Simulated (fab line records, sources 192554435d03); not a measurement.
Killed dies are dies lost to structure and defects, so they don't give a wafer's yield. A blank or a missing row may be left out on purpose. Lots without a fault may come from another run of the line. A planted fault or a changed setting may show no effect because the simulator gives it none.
Chamber matching | flow n5_finfet | N5_GATE_CUT_PECVD_57 on pecvd-03: 3 sister chambers
The step deposits SiNx from SiH4/NH3/N2, target thk 21 nm. 6 wafers are shown with their chamber, then 7 later ones without.

WAFERS WITH THEIR CHAMBER
wafer  | chamber | throttle_valve_pct (%) | showerhead_plenum_p_Torr (Torr)
L082.6 | 2       | 38.0                   | 5.14
L085.3 | 2       | 38.0                   | 5.13
L086.4 | 1       | 41.7                   | 5.16
L086.6 | 0       | 39.8                   | 5.07
L089.2 | 1       | 41.5                   | 5.15
L089.4 | 0       | 39.5                   | 5.07

WAFERS WITHOUT THEIR CHAMBER
wafer  | throttle_valve_pct (%) | showerhead_plenum_p_Torr (Torr)
L089.5 | 41.4                   | 5.16
L091.1 | 37.9                   | 5.14
L091.5 | 40.0                   | 5.08
L091.6 | 37.6                   | 5.12
L096.1 | 39.7                   | 5.07
L096.4 | 41.4                   | 5.16
L096.6 | 39.9                   | 5.07

WHICH CHAMBER EACH WENT THROUGH
wafer  | from the rows above | in truth
L089.5 | 1                   | 1
L091.1 | 2                   | 2
L091.5 | 0                   | 0
L091.6 | 2                   | 2
L096.1 | 0                   | 0
L096.4 | 1                   | 1
L096.6 | 0                   | 0
Placed correctly: 7 of 7. Can't be placed from these rows: 0. Placed wrongly: 0.
How it was worked out, from the rows above alone: a wafer's distance from a chamber is the root of the sum, over the readings, of the square of ((its reading less the chamber's mean) divided by the reading's scatter). The wafer belongs to the nearest chamber; if the next one is less than 2 further off, it can't be placed. A chamber's mean is the mean of its shown wafers. The scatter: the root of (the sum of the squares of (reading less its chamber's mean) over the shown wafers, divided by (wafers less chambers)).
